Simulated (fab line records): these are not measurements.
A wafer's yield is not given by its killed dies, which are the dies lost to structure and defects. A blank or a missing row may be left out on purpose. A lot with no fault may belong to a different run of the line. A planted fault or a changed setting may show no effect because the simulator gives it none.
Chamber matching | flow nandHarc | NHARC_A_CONTACT_DEP_85 on pecvd-02: 3 sister chambers
The step deposits SiON, target thk 50 nm. 3 wafers are shown with their chamber, then 11 later ones without.

EACH WAFER AND ITS CHAMBER
wafer  | chamber | heaterPowerW (W)
L087.5 | 0       | 675
L087.6 | 1       | 685
L088.1 | 2       | 648

WAFERS WHOSE CHAMBER IS MISSING
wafer  | heaterPowerW (W)
L088.2 | 692
L088.4 | 688
L090.4 | 711
L090.5 | 807
L090.6 | 633
L094.1 | 803
L094.2 | 661
L094.3 | 768
L097.1 | 806
L097.4 | 718
L097.5 | 613

WHICH CHAMBER EACH WENT THROUGH
wafer  | from the rows above          | in truth
L088.2 | can't be placed: 1 or 0 or 2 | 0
L088.4 | can't be placed: 1 or 0 or 2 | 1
L090.4 | can't be placed: 1 or 0 or 2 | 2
L090.5 | can't be placed: 1 or 0 or 2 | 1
L090.6 | can't be placed: 2 or 0 or 1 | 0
L094.1 | can't be placed: 1 or 0 or 2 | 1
L094.2 | can't be placed: 2 or 0 or 1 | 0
L094.3 | can't be placed: 1 or 0 or 2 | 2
L097.1 | can't be placed: 1 or 0 or 2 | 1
L097.4 | can't be placed: 1 or 0 or 2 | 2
L097.5 | can't be placed: 2 or 0 or 1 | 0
0 of 11 placed correctly. From these rows, 11 cannot be placed; in 11 the true chamber is one of the candidates. Placed wrongly: 0.
How it was worked out, from the rows above alone: a wafer's distance from a chamber is the root of the sum, over the readings, of the square of ((its reading less the chamber's mean) divided by the reading's scatter). If the next closest chamber is less than 2 further off than the closest, the wafer can't be placed; otherwise it belongs to the closest. The mean given for a chamber averages the wafers shown for that chamber. The scatter: root of mean squared gap, hidden wafer to nearest shown wafer, with one shown wafer a chamber.
